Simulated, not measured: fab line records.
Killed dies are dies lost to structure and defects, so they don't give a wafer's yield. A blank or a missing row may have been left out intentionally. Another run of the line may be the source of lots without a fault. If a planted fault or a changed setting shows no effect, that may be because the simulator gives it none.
fab line records | flow n5_finfet | part 1 of 2: steps 1 to 19 of 26
[record] lots = 5 | wafers = 15 | last_day = 19
route steps=1938 shown BEOL_M0_SAQP@669
lots untouched by any fault: they come from a run of this same line in which no faults occurred
start_h: hours from the record's first day to the start of the lot's first wafer shown | wait_h: hours since the lot's step before | " the same as in the row above | L1.1+2: one row covering several wafers at once | - no value, or no start was given | * or withheld: withheld | < > ~ a bound
route shown NAME@n: a module of which the file shows steps, and the number in the route of the first | usual: the fault-free wafers' mean and standard deviation | same: alike in all rows | chamber/n: place in a boat | sites: each site's reading | _std_site: standard deviation of those values | _edge_site: the outer-site mean with the inner-site mean subtracted | radius_mm: how far each site lies from the wafer's centre | mask NAME#n: copy n | behind: the last tool/chamber to shape the wafer | hold: what put the lot on hold/how long, in hours/how the hold closed | device: the transistor (n, p or np) that didn't switch | end of line: the route-end tests of the same wafers | where a step has no rows: the recipe by itself | killed: dies that structure and defects cost at the first sort, which is not the same as the wafer's yield | map: per-die view of a wafer (x killed, . not killed, _ where there is no die)
set.NAME: the setting as run; set.NAME@STEP: as run at that earlier step | model.NAME: the simulator's own value behind a step, which no gauge read
lots seen at some steps along the route; tables by step, rows by wafer
services: when a tool's chamber went out of use (start_h, in hours from the record's first day, below 0 if earlier), for how many hours, and the reason
[[steps]]
[step N5_BEOL_M0_SAQP_MANDREL_ETCH_103]
[recipe] chemistry = HBr/Cl2 | target = a-Si | target_depth_a = 450 | bt_time_s = 10 | stop_on = SiCN | mask_material = SiO2 | over_etch_frac = 0.8 | time_s = 27 | pressure_mtorr = 10 | icp_w = 800 | bias_w = 75 | HBr_flow_sccm = 150 | Cl2_flow_sccm = 80 | ends = end_point
[usual] drypump_motor_current_A = 5.9/0.52 | oes_product_au = 0.683/0.014 | throttle_valve_pct = 35.4/0.32
lot.wafer | tool      | chamber | start_h | wait_h | drypump_motor_current_A | oes_product_au | rf_hours_counter_h | throttle_valve_pct
L076.1    | rie_si-01 | 2       | 124.78  | 0.0    | 6.3                     | 0.666          | 46                 | 35.6
L076.3    | "         | 1       | "       | "      | 4.9                     | 0.674          | 147                | 34.8
L076.5    | "         | 2       | "       | "      | 6.3                     | 0.665          | -                  | 35.5
L082.1    | rie_si-01 | 2       | 162.43  | 0.0    | 6.3                     | 0.663          | 47                 | 35.5
L082.2    | "         | 3       | "       | "      | 5.7                     | 0.678          | 92                 | 35.6
L082.4    | "         | 1       | "       | "      | 4.9                     | 0.688          | 148                | 34.8
L088.1    | rie_si-01 | 2       | 196.84  | 0.0    | 6.3                     | 0.668          | 47                 | 35.5
L088.5    | "         | 3       | "       | "      | 5.7                     | 0.676          | -                  | 35.6
L088.6    | "         | 2       | "       | "      | 6.3                     | 0.682          | -                  | 35.5
L089.2    | rie_si-03 | 0       | 200.35  | 0.0    | 5.1                     | 0.669          | 6                  | 35.3
L089.3    | "         | 3       | "       | "      | 6.4                     | 0.678          | 101                | 35.9
L089.4    | "         | 2       | "       | "      | 5.7                     | 0.695          | 184                | 35.1
L097.1    | rie_si-04 | 1       | 246.00  | 0.0    | 5.9                     | 0.685          | 11                 | 35.8
L097.2    | "         | 3       | "       | "      | 6.0                     | 0.683          | 127                | 35.1
L097.6    | "         | 2       | "       | "      | 6.4                     | 0.702          | -                  | 35.2
[step N5_BEOL_M0_SAQP_RECESS_104]
[recipe] chemistry = HF/NH3 | target = SiO2 | target_depth_a = 180 | afs_cycles = 3 | temp_c = 30 | sublimation_temp_c = 180 | sublimation_time_s = 60
[usual] drypump_motor_current_A = 5.9/0.37 | sublimation_temp_c = 180.02/0.16 | temp_c = 30.01/0.1
lot.wafer | tool          | chamber | start_h | wait_h | drypump_motor_current_A | sublimation_temp_c | temp_c
L076.1    | vapor_etch-02 | 0       | 124.86  | 0.1    | 5.2                     | 180.09             | 29.88
L076.3    | "             | 0       | "       | "      | 5.2                     | 179.94             | 29.96
L076.5    | "             | 1       | "       | "      | 6.2                     | 180.23             | 29.98
L082.1    | vapor_etch-02 | 0       | 162.51  | 0.1    | 5.2                     | 179.86             | 29.98
L082.2    | "             | 1       | "       | "      | 6.2                     | 179.95             | 29.88
L082.4    | "             | 0       | "       | "      | 5.2                     | 179.90             | 30.02
L088.1    | vapor_etch-02 | 0       | 198.33  | 1.5    | 5.2                     | 180.04             | 30.06
L088.5    | "             | 1       | "       | "      | 6.2                     | 180.18             | 29.96
L088.6    | "             | 0       | "       | "      | 5.2                     | 180.05             | 30.04
L089.2    | vapor_etch-02 | 0       | 200.43  | 0.1    | 5.2                     | 180.05             | 30.00
L089.3    | "             | 1       | "       | "      | 6.2                     | 180.17             | 30.11
L089.4    | "             | 0       | "       | "      | 5.2                     | 179.99             | 29.86
L097.1    | vapor_etch-01 | 0       | 246.08  | 0.1    | 5.9                     | 180.14             | 30.01
L097.2    | "             | 1       | "       | "      | 6.1                     | 180.01             | 30.01
L097.6    | "             | 1       | "       | "      | 6.0                     | 179.64             | 30.15
[step N5_BEOL_M0_SAQP_COAT_105]
[recipe] resist = SOC | temp_c = 250 | time_s = 60 | spin_rpm = 1500 | resist_thk_nm = 100
[usual] plate_temp_C = 249.98/0.17
lot.wafer | tool           | chamber | start_h | wait_h | plate_temp_C
L076.1    | litho_track-01 | 0       | 125.24  | 0.3    | 250.14
L076.3    | "              | 0       | "       | "      | 250.01
L076.5    | "              | 0       | "       | "      | 249.89
L082.1    | litho_track-01 | 0       | 162.90  | 0.3    | 250.37
L082.2    | "              | 0       | "       | "      | 249.99
L082.4    | "              | 0       | "       | "      | 250.25
L088.1    | litho_track-01 | 0       | 198.72  | 0.3    | 249.86
L088.5    | "              | 0       | "       | "      | 249.70
L088.6    | "              | 0       | "       | "      | 249.84
L089.2    | litho_track-01 | 0       | 200.82  | 0.3    | 249.76
L089.3    | "              | 0       | "       | "      | 249.95
L089.4    | "              | 0       | "       | "      | 249.88
L097.1    | litho_track-01 | 0       | 246.46  | 0.3    | 250.20
L097.2    | "              | 0       | "       | "      | 250.44
L097.6    | "              | 0       | "       | "      | 250.18
[step N5_BEOL_M0_SAQP_ETCH_106]
[recipe] chemistry = N2/H2 | target = SOC | target_depth_a = 1500 | stop_on = SiNx | ion_energy_ev = 100 | bias_w = 61 | pressure_mtorr = 30 | source_w = 850 | n2_flow_sccm = 200 | h2_flow_sccm = 200
[usual] drypump_motor_current_A = 5.7/0.54 | oes_product_au = 0.81/0.081 | rf_vpp_V = 240.8/1.2 | showerhead_plenum_p_Torr = 2.56/0.075 | throttle_valve_pct = 17.76/0.25
lot.wafer | tool        | chamber | start_h | wait_h | drypump_motor_current_A | oes_product_au | rf_hours_counter_h | rf_vpp_V | showerhead_plenum_p_Torr | throttle_valve_pct
L076.1    | rie_diel-01 | 2       | 125.35  | -      | 5.9                     | 0.79           | 84                 | 242.8    | 2.67                     | 17.73
L076.3    | "           | 3       | "       | "      | 6.3                     | 0.90           | 25                 | 241.3    | 2.48                     | 17.30
L076.5    | "           | 3       | "       | "      | 6.3                     | 0.89           | -                  | 240.1    | 2.48                     | 17.31
L082.1    | rie_diel-06 | 3       | 162.96  | -      | 6.0                     | 0.74           | 144                | 240.1    | 2.53                     | 17.67
L082.2    | "           | 2       | "       | "      | 6.0                     | 0.74           | 152                | 240.1    | 2.65                     | 17.77
L082.4    | "           | 1       | "       | "      | 5.2                     | 0.94           | 4                  | 241.7    | 2.61                     | 17.92
L088.1    | rie_diel-06 | 0       | 198.83  | -      | 6.6                     | 0.88           | 37                 | 241.5    | 2.61                     | 17.32
L088.5    | "           | 3       | "       | "      | 6.0                     | 0.75           | -                  | 241.1    | 2.53                     | 17.68
L088.6    | "           | 0       | "       | "      | 6.6                     | 0.90           | -                  | 240.3    | 2.60                     | 17.32
L089.2    | rie_diel-06 | 3       | 200.88  | -      | 6.0                     | 0.74           | 154                | 240.3    | 2.53                     | 17.65
L089.3    | "           | 1       | "       | "      | 5.2                     | 0.92           | 16                 | 241.6    | 2.60                     | 17.95
L089.4    | "           | 2       | "       | "      | 6.0                     | 0.74           | 164                | 241.8    | 2.64                     | 17.79
L097.1    | rie_diel-06 | 0       | 246.71  | -      | 6.6                     | 0.87           | 51                 | 241.5    | 2.60                     | 17.34
L097.2    | "           | 2       | "       | "      | 6.0                     | 0.72           | 175                | 241.5    | 2.64                     | 17.82
L097.6    | "           | 1       | "       | "      | 5.2                     | 0.89           | -                  | 242.0    | 2.60                     | 17.98
[step N5_BEOL_M0_SAQP_ETCH_107]
[recipe] chemistry = CH3F/O2 | target = SiNx | target_depth_a = 300 | mask_material = SOC | pressure_mtorr = 30 | source_w = 395 | bias_w = 73 | Ar_flow_sccm = 150 | CH3F_flow_sccm = 30 | O2_flow_sccm = 20 | ion_energy_ev = 120
[usual] drypump_motor_current_A = 5.7/0.54 | oes_product_au = 0.82/0.085 | rf_vpp_V = 299/3.9 | showerhead_plenum_p_Torr = 2.01/0.061 | throttle_valve_pct = 16.30/0.26
lot.wafer | tool        | chamber | start_h | wait_h | drypump_motor_current_A | oes_product_au | rf_hours_counter_h | rf_vpp_V | showerhead_plenum_p_Torr | throttle_valve_pct
L076.1    | rie_diel-01 | 2       | 125.41  | 0.0    | 5.9                     | 0.81           | 84                 | 302      | 2.11                     | 16.36
L076.3    | "           | 3       | "       | "      | 6.2                     | 0.91           | 25                 | 300      | 1.95                     | 15.95
L076.5    | "           | 3       | "       | "      | 6.2                     | 0.90           | -                  | 302      | 1.95                     | 15.94
L082.1    | rie_diel-06 | 3       | 163.02  | 0.0    | 6.0                     | 0.76           | 144                | 301      | 2.00                     | 16.26
L082.2    | "           | 2       | "       | "      | 5.9                     | 0.75           | 152                | 302      | 2.10                     | 16.40
L082.4    | "           | 1       | "       | "      | 5.2                     | 0.97           | 4                  | 291      | 2.07                     | 16.48
L088.1    | rie_diel-06 | 0       | 198.89  | 0.0    | 6.6                     | 0.91           | 37                 | 296      | 2.03                     | 15.75
L088.5    | "           | 3       | "       | "      | 6.0                     | 0.74           | -                  | 301      | 2.00                     | 16.25
L088.6    | "           | 0       | "       | "      | 6.6                     | 0.91           | -                  | 295      | 2.03                     | 15.77
L089.2    | rie_diel-06 | 3       | 200.94  | 0.0    | 6.0                     | 0.75           | 154                | 301      | 2.00                     | 16.27
L089.3    | "           | 1       | "       | "      | 5.2                     | 0.94           | 16                 | 292      | 2.06                     | 16.48
L089.4    | "           | 2       | "       | "      | 6.0                     | 0.74           | 164                | 301      | 2.09                     | 16.43
L097.1    | rie_diel-06 | 0       | 246.77  | 0.0    | 6.6                     | 0.87           | 51                 | 295      | 2.03                     | 15.78
L097.2    | "           | 2       | "       | "      | 6.0                     | 0.73           | 175                | 304      | 2.09                     | 16.43
L097.6    | "           | 1       | "       | "      | 5.2                     | 0.90           | -                  | 292      | 2.06                     | 16.50
[step N5_BEOL_M0_SAQP_STRIP_108]
[recipe] chemistry = N2/H2 | power_w = 500 | temp_c = 40 | pressure_mtorr = 50 | rf_frequency_hz = 6e+07 | overash_fraction = 0.3 | bias_power_w = 28 | h2_frac = 0.5 | n2_flow_sccm = 300 | h2_flow_sccm = 300
[usual] drypump_motor_current_A = 5.8/0.54 | oes_product_au = 0.82/0.083 | rf_vpp_V = 121.9/0.97 | showerhead_plenum_p_Torr = 3.37/0.095 | temp_c = 40.00/0.1 | throttle_valve_pct = 18.9/0.35
[same] overash_fraction = 0.3
lot.wafer | tool        | chamber | start_h | wait_h | drypump_motor_current_A | oes_product_au | rf_hours_counter_h | rf_vpp_V | showerhead_plenum_p_Torr | temp_c | throttle_valve_pct
L076.1    | rie_diel-01 | 2       | 125.45  | 0.0    | 5.9                     | 0.80           | 84                 | 122.8    | 3.52                     | 40.00  | 18.6
L076.3    | "           | 3       | "       | "      | 6.3                     | 0.90           | 25                 | 122.5    | 3.27                     | 40.15  | 18.3
L076.5    | "           | 3       | "       | "      | 6.3                     | 0.91           | -                  | 120.4    | 3.27                     | 40.15  | 18.3
L082.1    | rie_diel-06 | 3       | 163.06  | 0.0    | 6.0                     | 0.75           | 144                | 121.8    | 3.35                     | 39.96  | 18.7
L082.2    | "           | 2       | "       | "      | 6.0                     | 0.75           | 152                | 123.3    | 3.50                     | 39.90  | 19.1
L082.4    | "           | 1       | "       | "      | 5.2                     | 0.95           | 4                  | 123.4    | 3.44                     | 40.01  | 19.3
L088.1    | rie_diel-06 | 0       | 198.93  | 0.0    | 6.6                     | 0.91           | 37                 | 121.8    | 3.44                     | 40.08  | 18.5
L088.5    | "           | 3       | "       | "      | 6.0                     | 0.75           | -                  | 122.0    | 3.34                     | 40.01  | 18.7
L088.6    | "           | 0       | "       | "      | 6.6                     | 0.90           | -                  | 122.5    | 3.44                     | 39.96  | 18.4
L089.2    | rie_diel-06 | 3       | 200.98  | 0.0    | 6.0                     | 0.75           | 154                | 121.4    | 3.34                     | 39.97  | 18.7
L089.3    | "           | 1       | "       | "      | 5.2                     | 0.93           | 16                 | 123.1    | 3.43                     | 40.14  | 19.3
L089.4    | "           | 2       | "       | "      | 6.0                     | 0.74           | 164                | 122.8    | 3.49                     | 39.85  | 19.1
L097.1    | rie_diel-06 | 0       | 246.81  | 0.0    | 6.6                     | 0.87           | 51                 | 120.0    | 3.43                     | 40.08  | 18.5
L097.2    | "           | 2       | "       | "      | 6.0                     | 0.73           | 175                | 124.1    | 3.48                     | 40.06  | 19.1
L097.6    | "           | 1       | "       | "      | 5.2                     | 0.89           | -                  | 122.5    | 3.43                     | 40.03  | 19.3
[step N5_BEOL_M0_SAQP_RECESS_109]
[recipe] chemistry = HF/NH3 | target = SiO2 | target_depth_a = 30 | afs_cycles = 1 | temp_c = 30 | sublimation_temp_c = 180 | sublimation_time_s = 60
[usual] drypump_motor_current_A = 5.9/0.39 | sublimation_temp_c = 180.00/0.14 | temp_c = 30.01/0.12
lot.wafer | tool          | chamber | start_h | wait_h | drypump_motor_current_A | sublimation_temp_c | temp_c
L076.1    | vapor_etch-02 | 0       | 125.80  | 0.3    | 5.2                     | 180.19             | 30.01
L076.3    | "             | 0       | "       | "      | 5.2                     | 179.83             | 29.86
L076.5    | "             | 0       | "       | "      | 5.2                     | 180.23             | 29.95
L082.1    | vapor_etch-01 | 1       | 163.14  | 0.1    | 6.1                     | 180.00             | 30.21
L082.2    | "             | 0       | "       | "      | 5.9                     | 180.02             | 30.08
L082.4    | "             | 1       | "       | "      | 6.1                     | 180.09             | 30.24
L088.1    | vapor_etch-02 | 0       | 198.99  | 0.0    | 5.2                     | 179.94             | 29.96
L088.5    | "             | 1       | "       | "      | 6.2                     | 179.94             | 29.96
L088.6    | "             | 0       | "       | "      | 5.2                     | 180.13             | 29.86
L089.2    | vapor_etch-02 | 1       | 201.04  | 0.0    | 6.2                     | 180.19             | 30.05
L089.3    | "             | 1       | "       | "      | 6.2                     | 180.09             | 29.94
L089.4    | "             | 0       | "       | "      | 5.2                     | 180.14             | 30.00
L097.1    | vapor_etch-01 | 1       | 247.06  | 0.2    | 6.1                     | 179.85             | 29.98
L097.2    | "             | 0       | "       | "      | 5.9                     | 179.98             | 30.00
L097.6    | "             | 0       | "       | "      | 5.9                     | 180.03             | 30.05
[step N5_BEOL_M0_SAQP_SPACER2_ALD_26]
[recipe] material = SiO2 | target_thk_a = 150 | temp_c = 300 | ald_precursor_family = BDEAS | ald_co_reactant = O2-plasma | pulse_time_s = 1 | purge_time_s = 2 | co_reactant_purge_time_s = 2 | pressure_torr = 2
[usual] heater_power_w = 466/33 | precursor_pulse_height_rel = 1.000/0.02
lot.wafer | tool       | chamber | start_h | wait_h | heater_power_w | precursor_pulse_height_rel
L076.1    | ald_sin-03 | 0       | 125.94  | 0.1    | 411            | 1.013
L076.3    | "          | 3       | "       | "      | 483            | 1.014
L076.5    | "          | 2       | "       | "      | 442            | 1.033
L082.1    | ald_sin-04 | 0       | 163.29  | 0.1    | 461            | 0.972
L082.2    | "          | 3       | "       | "      | 428            | 0.985
L082.4    | "          | 1       | "       | "      | 429            | 1.002
L088.1    | ald_sin-02 | 3       | 199.14  | 0.1    | 485            | 1.011
L088.5    | "          | 1       | "       | "      | 496            | 1.018
L088.6    | "          | 0       | "       | "      | 476            | 1.011
L089.2    | ald_sin-04 | 1       | 201.57  | 0.5    | 425            | 1.027
L089.3    | "          | 2       | "       | "      | 447            | 1.001
L089.4    | "          | 3       | "       | "      | 431            | 1.000
L097.1    | ald_sin-02 | 3       | 247.20  | 0.1    | 495            | 1.002
L097.2    | "          | 0       | "       | "      | 469            | 1.010
L097.6    | "          | 3       | "       | "      | 485            | 0.983
[step N5_BEOL_M0_SAQP_SPACER2_ETCHBACK_27]
[recipe] chemistry = CHF3/O2 | mode = anisotropic_etchback | target = SiO2 | target_depth_a = 225 | time_s = 11.25 | pressure_mtorr = 30 | source_w = 650 | bias_w = 170 | Ar_flow_sccm = 200 | CHF3_flow_sccm = 50 | O2_flow_sccm = 5 | ion_energy_ev = 200
[usual] drypump_motor_current_A = 5.7/0.52 | oes_product_au = 0.80/0.079 | rf_vpp_V = 528/6 | showerhead_plenum_p_Torr = 2.41/0.075 | throttle_valve_pct = 18.85/0.24
lot.wafer | tool        | chamber | start_h | wait_h | drypump_motor_current_A | oes_product_au | rf_hours_counter_h | rf_vpp_V | showerhead_plenum_p_Torr | throttle_valve_pct
L076.1    | rie_diel-06 | 2       | 126.49  | 0.3    | 6.0                     | 0.76           | 140                | 532      | 2.53                     | 18.95
L076.3    | "           | 3       | "       | "      | 6.0                     | 0.76           | 133                | 532      | 2.41                     | 18.75
L076.5    | "           | 3       | "       | "      | 6.0                     | 0.77           | -                  | 532      | 2.41                     | 18.74
L082.1    | rie_diel-06 | 2       | 163.84  | 0.3    | 6.0                     | 0.75           | 152                | 531      | 2.53                     | 18.97
L082.2    | "           | 1       | "       | "      | 5.2                     | 0.99           | 4                  | 514      | 2.48                     | 19.02
L082.4    | "           | 3       | "       | "      | 5.9                     | 0.75           | 144                | 531      | 2.41                     | 18.76
L088.1    | rie_diel-06 | 0       | 199.74  | 0.3    | 6.6                     | 0.91           | 37                 | 521      | 2.44                     | 18.27
L088.5    | "           | 3       | "       | "      | 6.0                     | 0.74           | -                  | 531      | 2.40                     | 18.79
L088.6    | "           | 0       | "       | "      | 6.6                     | 0.89           | -                  | 524      | 2.44                     | 18.29
L089.2    | rie_diel-01 | 3       | 202.38  | 0.6    | 6.3                     | 0.87           | 48                 | 529      | 2.34                     | 18.50
L089.3    | "           | 1       | "       | "      | 5.8                     | 0.71           | 197                | 523      | 2.31                     | 19.06
L089.4    | "           | 0       | "       | "      | 6.0                     | 0.70           | 180                | 534      | 2.39                     | 19.04
L097.1    | rie_diel-01 | 2       | 247.80  | 0.3    | 5.9                     | 0.77           | 121                | 532      | 2.52                     | 18.96
L097.2    | "           | 3       | "       | "      | 6.3                     | 0.84           | 61                 | 528      | 2.34                     | 18.52
L097.6    | "           | 1       | "       | "      | 5.8                     | 0.71           | -                  | 523      | 2.30                     | 19.08
[step N5_BEOL_M0_SAQP_MANDREL2_REMOVE_110]
[recipe] chemistry = HBr/Cl2/O2 | bt_time_s = 10 | target = a-Si | stop_on = SiCN | endpoint = OES-SiCl | over_etch_frac = 1 | icp_w = 600 | bias_w = 30 | HBr_flow_sccm = 150 | Cl2_flow_sccm = 80 | O2_flow_sccm = 5 | pressure_mtorr = 10
[usual] drypump_motor_current_A = 6.0/0.48 | oes_product_au = 1.001/0.017 | throttle_valve_pct = 36.7/0.33
lot.wafer | tool      | chamber | start_h | wait_h | drypump_motor_current_A | oes_product_au | rf_hours_counter_h | throttle_valve_pct
L076.1    | rie_si-04 | 3       | 126.58  | 0.1    | 6.0                     | 1.012          | 125                | 36.4
L076.3    | "         | 2       | "       | "      | 6.4                     | 1.020          | 1                  | 36.4
L076.5    | "         | 2       | "       | "      | 6.4                     | 1.024          | -                  | 36.4
L082.1    | rie_si-04 | 0       | 163.92  | 0.1    | 6.2                     | 1.040          | 40                 | 37.0
L082.2    | "         | 2       | "       | "      | 6.4                     | 1.025          | 2                  | 36.4
L082.4    | "         | 1       | "       | "      | 5.9                     | 1.007          | 9                  | 37.0
L088.1    | rie_si-03 | 1       | 199.82  | 0.1    | 6.6                     | 1.001          | 73                 | 36.8
L088.5    | "         | 1       | "       | "      | 6.6                     | 1.001          | -                  | 36.8
L088.6    | "         | 2       | "       | "      | 5.7                     | 0.990          | -                  | 36.4
L089.2    | rie_si-04 | 3       | 202.47  | 0.1    | 6.0                     | 1.003          | 127                | 36.4
L089.3    | "         | 2       | "       | "      | 6.4                     | 1.014          | 3                  | 36.4
L089.4    | "         | 2       | "       | "      | 6.4                     | 1.020          | -                  | 36.4
L097.1    | rie_si-01 | 2       | 247.89  | 0.1    | 6.3                     | 0.979          | 48                 | 36.8
L097.2    | "         | 1       | "       | "      | 4.9                     | 0.981          | 150                | 36.0
L097.6    | "         | 3       | "       | "      | 5.7                     | 0.994          | -                  | 36.9
[step N5_BEOL_M0_SAQP_CD_MEAS_29]
[recipe] target_cd_nm = 14.4 | landing_energy_ev = 1000 | detector = se_inlens
[usual] cd_nm = 14.98/0.23
lot.wafer | tool      | chamber | start_h | wait_h | cd_nm
L076.1    | cd_sem-03 | 0       | 126.69  | 0.1    | 14.84
L076.3    | "         | 0       | "       | "      | 15.61
L076.5    | "         | 0       | "       | "      | 14.74
L082.1    | cd_sem-01 | 0       | 164.03  | 0.1    | 14.91
L082.2    | "         | 0       | "       | "      | 15.03
L082.4    | "         | 0       | "       | "      | 15.15
L088.1    | cd_sem-03 | 0       | 199.93  | 0.1    | 14.67
L088.5    | "         | 0       | "       | "      | 14.54
L088.6    | "         | 0       | "       | "      | 14.94
L089.2    | cd_sem-02 | 0       | 202.58  | 0.1    | 14.60
L089.3    | "         | 0       | "       | "      | 15.25
L089.4    | "         | 0       | "       | "      | 15.11
L097.1    | cd_sem-02 | 0       | 248.00  | 0.1    | 15.48
L097.2    | "         | 0       | "       | "      | 15.15
L097.6    | "         | 0       | "       | "      | 15.22
[step N5_BEOL_M0_SAQP_COAT_69]
[recipe] resist = SOC | temp_c = 250 | time_s = 60 | spin_rpm = 1500 | resist_thk_nm = 90
[usual] plate_temp_C = 250.00/0.15
lot.wafer | tool           | chamber | start_h | wait_h | plate_temp_C
L076.1    | litho_track-04 | 0       | 126.73  | 0.0    | 250.01
L076.3    | "              | 0       | "       | "      | 249.90
L076.5    | "              | 0       | "       | "      | 249.98
L082.1    | litho_track-02 | 0       | 164.07  | 0.0    | 250.07
L082.2    | "              | 0       | "       | "      | 250.02
L082.4    | "              | 0       | "       | "      | 249.95
L088.1    | litho_track-04 | 0       | 199.98  | 0.0    | 249.81
L088.5    | "              | 0       | "       | "      | 250.09
L088.6    | "              | 0       | "       | "      | 249.97
L089.2    | litho_track-01 | 0       | 202.61  | 0.0    | 250.31
L089.3    | "              | 0       | "       | "      | 250.20
L089.4    | "              | 0       | "       | "      | 250.07
L097.1    | litho_track-02 | 0       | 248.03  | 0.0    | 250.28
L097.2    | "              | 0       | "       | "      | 249.92
L097.6    | "              | 0       | "       | "      | 249.93
[step N5_BEOL_M0_SAQP_COAT_72]
[recipe] resist = SiARC | temp_c = 220 | time_s = 60 | spin_rpm = 1500 | resist_thk_nm = 15
[usual] plate_temp_C = 220.02/0.16
lot.wafer | tool           | chamber | start_h | wait_h | plate_temp_C
L076.1    | litho_track-04 | 0       | -       | -      | 220.14
L076.3    | "              | 0       | "       | "      | 220.07
L076.5    | "              | 0       | "       | "      | 220.32
L082.1    | litho_track-02 | 0       | -       | -      | 220.15
L082.2    | "              | 0       | "       | "      | 220.31
L082.4    | "              | 0       | "       | "      | 220.11
L088.1    | litho_track-04 | 0       | -       | -      | 219.88
L088.5    | "              | 0       | "       | "      | 219.90
L088.6    | "              | 0       | "       | "      | 219.85
L089.2    | litho_track-01 | 0       | -       | -      | 220.12
L089.3    | "              | 0       | "       | "      | 220.17
L089.4    | "              | 0       | "       | "      | 220.35
L097.1    | litho_track-02 | 0       | -       | -      | 219.94
L097.2    | "              | 0       | "       | "      | 220.02
L097.6    | "              | 0       | "       | "      | 219.86
[step N5_BEOL_M0_SAQP_COAT_87]
[recipe] resist = underlayer | temp_c = 205 | time_s = 60 | spin_rpm = 1500 | resist_thk_nm = 5
[usual] plate_temp_C = 205.01/0.16
lot.wafer | tool           | chamber | start_h | wait_h | plate_temp_C
L076.1    | litho_track-04 | 0       | -       | -      | 205.25
L076.3    | "              | 0       | "       | "      | 205.03
L076.5    | "              | 0       | "       | "      | 204.95
L082.1    | litho_track-02 | 0       | -       | -      | 204.95
L082.2    | "              | 0       | "       | "      | 205.02
L082.4    | "              | 0       | "       | "      | 205.22
L088.1    | litho_track-04 | 0       | -       | -      | 205.03
L088.5    | "              | 0       | "       | "      | 205.20
L088.6    | "              | 0       | "       | "      | 205.26
L089.2    | litho_track-01 | 0       | -       | -      | 205.07
L089.3    | "              | 0       | "       | "      | 204.77
L089.4    | "              | 0       | "       | "      | 204.93
L097.1    | litho_track-02 | 0       | -       | -      | 204.96
L097.2    | "              | 0       | "       | "      | 204.92
L097.6    | "              | 0       | "       | "      | 204.84
[step N5_BEOL_M0_SAQP_COAT_34]
[recipe] resist = CAR-EUV | spin_rpm = 1500 | resist_thk_nm = 30
lot.wafer  | tool           | chamber | start_h | wait_h
L076.1+3+5 | litho_track-04 | 0       | -       | -
L082.1+2+4 | litho_track-02 | 0       | -       | -
L088.1+5+6 | litho_track-04 | 0       | -       | -
L089.2+3+4 | litho_track-01 | 0       | -       | -
L097.1+2+6 | litho_track-02 | 0       | -       | -
[step N5_BEOL_M0_SAQP_EBR_36]
[recipe] solvent = PGMEA | ebr_width_mm = 1.5
lot.wafer  | tool           | chamber | start_h | wait_h
L076.1+3+5 | litho_track-04 | 0       | -       | -
L082.1+2+4 | litho_track-02 | 0       | -       | -
L088.1+5+6 | litho_track-04 | 0       | -       | -
L089.2+3+4 | litho_track-01 | 0       | -       | -
L097.1+2+6 | litho_track-02 | 0       | -       | -
[step N5_BEOL_M0_SAQP_SOFTBAKE_35]
[recipe] temp_c = 110 | time_s = 60 | resist = CAR-EUV
[usual] plate_temp_C = 110.01/0.13
lot.wafer | tool           | chamber | start_h | wait_h | plate_temp_C
L076.1    | litho_track-04 | 0       | -       | -      | 110.09
L076.3    | "              | 0       | "       | "      | 109.80
L076.5    | "              | 0       | "       | "      | 110.11
L082.1    | litho_track-02 | 0       | -       | -      | 109.82
L082.2    | "              | 0       | "       | "      | 109.94
L082.4    | "              | 0       | "       | "      | 109.74
L088.1    | litho_track-04 | 0       | -       | -      | 109.87
L088.5    | "              | 0       | "       | "      | 109.88
L088.6    | "              | 0       | "       | "      | 110.00
L089.2    | litho_track-01 | 0       | -       | -      | 109.90
L089.3    | "              | 0       | "       | "      | 110.09
L089.4    | "              | 0       | "       | "      | 110.14
L097.1    | litho_track-02 | 0       | -       | -      | 110.17
L097.2    | "              | 0       | "       | "      | 110.17
L097.6    | "              | 0       | "       | "      | 110.19
[step N5_BEOL_M0_SAQP_EXPOSE_37]
[recipe] mask_id = M0_CUT1 | na = 0.33 | source_shape = annular | sigma_inner = 0.35 | sigma_outer = 0.8 | polarization = unpolarized | target_cd_nm = 30 | dose_mj = 44.75
[same] sigma_inner = 0.35
lot.wafer  | tool           | chamber | start_h | wait_h | mask
L076.1+3+5 | euv_scanner-02 | 0       | 126.86  | -      | M0_CUT1#0
L082.1+2+4 | euv_scanner-01 | 0       | 164.33  | -      | M0_CUT1#0
L088.1+5+6 | euv_scanner-02 | 0       | 200.25  | -      | M0_CUT1#0
L089.2+3+4 | euv_scanner-02 | 0       | 202.76  | -      | M0_CUT1#0
L097.1+2+6 | euv_scanner-01 | 0       | 248.30  | -      | M0_CUT1#0
[step N5_BEOL_M0_SAQP_PEB_38]
[recipe] peb_temp_c = 100 | peb_time_s = 60 | resist = CAR-EUV
[usual] plate_temp_C = 100.01/0.13
lot.wafer | tool           | chamber | start_h | wait_h | plate_temp_C
L076.1    | litho_track-02 | 0       | 126.93  | 0.1    | 100.14
L076.3    | "              | 0       | "       | "      | 99.88
L076.5    | "              | 0       | "       | "      | 99.80
L082.1    | litho_track-01 | 0       | 164.40  | 0.1    | 99.84
L082.2    | "              | 0       | "       | "      | 100.06
L082.4    | "              | 0       | "       | "      | 99.98
L088.1    | litho_track-04 | 0       | 200.31  | 0.1    | 100.12
L088.5    | "              | 0       | "       | "      | 99.97
L088.6    | "              | 0       | "       | "      | 99.88
L089.2    | litho_track-04 | 0       | 202.82  | 0.1    | 100.06
L089.3    | "              | 0       | "       | "      | 100.07
L089.4    | "              | 0       | "       | "      | 100.10
L097.1    | litho_track-02 | 0       | 248.36  | 0.1    | 100.15
L097.2    | "              | 0       | "       | "      | 100.21
L097.6    | "              | 0       | "       | "      | 100.04
